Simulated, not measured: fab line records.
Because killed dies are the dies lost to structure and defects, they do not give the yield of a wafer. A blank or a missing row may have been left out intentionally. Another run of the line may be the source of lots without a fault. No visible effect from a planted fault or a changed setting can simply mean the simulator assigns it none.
Chamber matching | flow nand-harc | NHARC_A_CHANNEL_FILL_D2_STRIP_28 on rie-diel-08: 4 sister chambers
The step strips in O2, time 20 s. 8 wafers are shown with their chamber, then 7 later ones without.

## WAFERS WITH THEIR CHAMBER
wafer  | chamber | drypump-motor-current-A (A) | throttle-valve-pct (%)
L077.5 | 0       | 6.2                         | 17.054
L078.4 | 0       | 6.2                         | 17.018
L078.5 | 1       | 5.8                         | 17.032
L087.4 | 3       | 5.7                         | 17.033
L087.5 | 3       | 5.8                         | 17.033
L087.6 | 2       | 5.3                         | 17.038
L094.1 | 2       | 5.3                         | 17.041
L094.4 | 1       | 5.8                         | 17.024

## WAFERS MISSING THEIR CHAMBER
wafer  | drypump-motor-current-A (A) | throttle-valve-pct (%)
L094.6 | 6.2                         | 17.026
L093.1 | 5.7                         | 17.023
L093.5 | 6.2                         | 17.024
L093.6 | 5.8                         | 17.047
L097.1 | 5.8                         | 17.020
L097.2 | 6.1                         | 17.036
L097.4 | 5.7                         | 17.042

## WHICH CHAMBER EACH WENT THROUGH
wafer  | from the rows above     | in truth
L094.6 | 0                       | 0
L093.1 | can't be placed: 3 or 1 | 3
L093.5 | 0                       | 0
L093.6 | can't be placed: 1 or 3 | 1
L097.1 | can't be placed: 1 or 3 | 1
L097.2 | 0                       | 0
L097.4 | can't be placed: 3 or 1 | 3
3 of 7 placed correctly. These rows do not allow placing 4 (true chamber among the candidates in 4). Number placed wrongly: 0.
How it was worked out, from the rows above alone: a wafer's distance from a chamber is the root of the sum, over the readings, of the square of ((its reading less the chamber's mean) divided by the reading's scatter). If the next closest chamber is less than 2 further off than the closest, the wafer can't be placed; otherwise it belongs to the closest. The mean given for a chamber averages the wafers shown for that chamber. The scatter is the square root of a quotient: the sum, over the shown wafers, of each reading's squared deviation from its chamber's mean, divided by wafers minus chambers.
